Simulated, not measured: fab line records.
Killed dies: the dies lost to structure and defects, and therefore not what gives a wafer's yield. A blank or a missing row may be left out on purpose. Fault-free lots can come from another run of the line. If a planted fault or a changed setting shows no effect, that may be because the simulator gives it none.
Chamber matching || flow n5_finfet || rie_diel-03 running N5_DUMMY_GATE_HM_OPEN_21: 4 sister chambers
The step chemistry CH3F/O2, target SiNx, target depth 120 nm, time 171.4 s. 22 wafers are shown with their chamber, then 11 later ones without.

## WAFERS PAIRED WITH THEIR CHAMBERS
{"wafer": "L076.1", "chamber": 2, "showerhead_plenum_p_Torr (Torr)": 2.09, "throttle_valve_pct (%)": 16.69, "rf_vpp_V (V)": 290}
{"wafer": "L076.4", "chamber": 3, "showerhead_plenum_p_Torr (Torr)": 1.99, "throttle_valve_pct (%)": 16.50, "rf_vpp_V (V)": 303}
{"wafer": "L076.5", "chamber": 3, "showerhead_plenum_p_Torr (Torr)": 1.99, "throttle_valve_pct (%)": 16.48, "rf_vpp_V (V)": 304}
{"wafer": "L080.1", "chamber": 3, "showerhead_plenum_p_Torr (Torr)": 1.99, "throttle_valve_pct (%)": 16.50, "rf_vpp_V (V)": 303}
{"wafer": "L080.3", "chamber": 2, "showerhead_plenum_p_Torr (Torr)": 2.09, "throttle_valve_pct (%)": 16.68, "rf_vpp_V (V)": 291}
{"wafer": "L080.6", "chamber": 3, "showerhead_plenum_p_Torr (Torr)": 1.99, "throttle_valve_pct (%)": 16.49, "rf_vpp_V (V)": 303}
{"wafer": "L081.1", "chamber": 1, "showerhead_plenum_p_Torr (Torr)": 1.94, "throttle_valve_pct (%)": 16.63, "rf_vpp_V (V)": 296}
{"wafer": "L081.2", "chamber": 0, "showerhead_plenum_p_Torr (Torr)": 2.10, "throttle_valve_pct (%)": 16.96, "rf_vpp_V (V)": 292}
{"wafer": "L081.5", "chamber": 2, "showerhead_plenum_p_Torr (Torr)": 2.09, "throttle_valve_pct (%)": 16.69, "rf_vpp_V (V)": 290}
{"wafer": "L082.3", "chamber": 0, "showerhead_plenum_p_Torr (Torr)": 2.10, "throttle_valve_pct (%)": 16.95, "rf_vpp_V (V)": 291}
{"wafer": "L082.4", "chamber": 3, "showerhead_plenum_p_Torr (Torr)": 1.99, "throttle_valve_pct (%)": 16.50, "rf_vpp_V (V)": 305}
{"wafer": "L082.6", "chamber": 2, "showerhead_plenum_p_Torr (Torr)": 2.09, "throttle_valve_pct (%)": 16.70, "rf_vpp_V (V)": 291}
{"wafer": "L084.2", "chamber": 2, "showerhead_plenum_p_Torr (Torr)": 2.09, "throttle_valve_pct (%)": 16.71, "rf_vpp_V (V)": 291}
{"wafer": "L084.3", "chamber": 3, "showerhead_plenum_p_Torr (Torr)": 1.99, "throttle_valve_pct (%)": 16.51, "rf_vpp_V (V)": 304}
{"wafer": "L084.4", "chamber": 0, "showerhead_plenum_p_Torr (Torr)": 2.10, "throttle_valve_pct (%)": 16.97, "rf_vpp_V (V)": 293}
{"wafer": "L085.1", "chamber": 1, "showerhead_plenum_p_Torr (Torr)": 1.93, "throttle_valve_pct (%)": 16.66, "rf_vpp_V (V)": 296}
{"wafer": "L085.2", "chamber": 3, "showerhead_plenum_p_Torr (Torr)": 1.98, "throttle_valve_pct (%)": 16.51, "rf_vpp_V (V)": 303}
{"wafer": "L085.5", "chamber": 3, "showerhead_plenum_p_Torr (Torr)": 1.98, "throttle_valve_pct (%)": 16.51, "rf_vpp_V (V)": 304}
{"wafer": "L086.2", "chamber": 0, "showerhead_plenum_p_Torr (Torr)": 2.10, "throttle_valve_pct (%)": 16.97, "rf_vpp_V (V)": 292}
{"wafer": "L086.3", "chamber": 2, "showerhead_plenum_p_Torr (Torr)": 2.08, "throttle_valve_pct (%)": 16.71, "rf_vpp_V (V)": 290}
{"wafer": "L086.5", "chamber": 3, "showerhead_plenum_p_Torr (Torr)": 1.98, "throttle_valve_pct (%)": 16.52, "rf_vpp_V (V)": 303}
{"wafer": "L089.1", "chamber": 3, "showerhead_plenum_p_Torr (Torr)": 1.98, "throttle_valve_pct (%)": 16.53, "rf_vpp_V (V)": 305}

SIGNATURES, as means of the wafers listed above
{"reading": "showerhead_plenum_p_Torr", "chamber 0": 2.1000, "chamber 1": 1.9350, "chamber 2": 2.0883, "chamber 3": 1.9860, "scatter within a chamber": 0.00455}
{"reading": "throttle_valve_pct", "chamber 0": 16.9625, "chamber 1": 16.6450, "chamber 2": 16.6967, "chamber 3": 16.5050, "scatter within a chamber": 0.0136}
{"reading": "rf_vpp_V", "chamber 0": 292.00, "chamber 1": 296.00, "chamber 2": 290.50, "chamber 3": 303.70, "scatter within a chamber": 0.73}
Rule: a wafer lies at a distance from a chamber equal to the root of the sum of squares, over the readings, of (its reading less the chamber's mean, divided by the reading's scatter). If the next closest chamber is less than 2 further off than the closest, the wafer can't be placed; otherwise it belongs to the closest. The scatter: take each reading less its chamber's mean, square it, sum over the shown wafers, divide by the number of wafers less the number of chambers, and take the root.

## WAFERS WITHOUT THEIR CHAMBER
{"wafer": "L089.5", "showerhead_plenum_p_Torr (Torr)": 2.08, "throttle_valve_pct (%)": 16.73, "rf_vpp_V (V)": 290}
{"wafer": "L089.6", "showerhead_plenum_p_Torr (Torr)": 1.98, "throttle_valve_pct (%)": 16.53, "rf_vpp_V (V)": 304}
{"wafer": "L090.3", "showerhead_plenum_p_Torr (Torr)": 1.93, "throttle_valve_pct (%)": 16.67, "rf_vpp_V (V)": 293}
{"wafer": "L090.4", "showerhead_plenum_p_Torr (Torr)": 2.08, "throttle_valve_pct (%)": 16.73, "rf_vpp_V (V)": 292}
{"wafer": "L090.6", "showerhead_plenum_p_Torr (Torr)": 1.98, "throttle_valve_pct (%)": 16.55, "rf_vpp_V (V)": 304}
{"wafer": "L093.1", "showerhead_plenum_p_Torr (Torr)": 1.93, "throttle_valve_pct (%)": 16.68, "rf_vpp_V (V)": 296}
{"wafer": "L093.4", "showerhead_plenum_p_Torr (Torr)": 1.98, "throttle_valve_pct (%)": 16.52, "rf_vpp_V (V)": 303}
{"wafer": "L093.6", "showerhead_plenum_p_Torr (Torr)": 2.10, "throttle_valve_pct (%)": 16.98, "rf_vpp_V (V)": 291}
{"wafer": "L095.3", "showerhead_plenum_p_Torr (Torr)": 2.10, "throttle_valve_pct (%)": 17.00, "rf_vpp_V (V)": 290}
{"wafer": "L095.5", "showerhead_plenum_p_Torr (Torr)": 1.98, "throttle_valve_pct (%)": 16.56, "rf_vpp_V (V)": 304}
{"wafer": "L095.6", "showerhead_plenum_p_Torr (Torr)": 2.10, "throttle_valve_pct (%)": 16.98, "rf_vpp_V (V)": 291}

## CHAMBER TAKEN BY EACH
{"wafer": "L089.5", "from the rows above": 2, "in truth": 2}
{"wafer": "L089.6", "from the rows above": 3, "in truth": 3}
{"wafer": "L090.3", "from the rows above": 1, "in truth": 1}
{"wafer": "L090.4", "from the rows above": 2, "in truth": 2}
{"wafer": "L090.6", "from the rows above": 3, "in truth": 3}
{"wafer": "L093.1", "from the rows above": 1, "in truth": 1}
{"wafer": "L093.4", "from the rows above": 3, "in truth": 3}
{"wafer": "L093.6", "from the rows above": 0, "in truth": 0}
{"wafer": "L095.3", "from the rows above": 0, "in truth": 0}
{"wafer": "L095.5", "from the rows above": 3, "in truth": 3}
{"wafer": "L095.6", "from the rows above": 0, "in truth": 0}
11 of 11 placed correctly. Number that these rows cannot place: 0. Placed wrongly: 0.
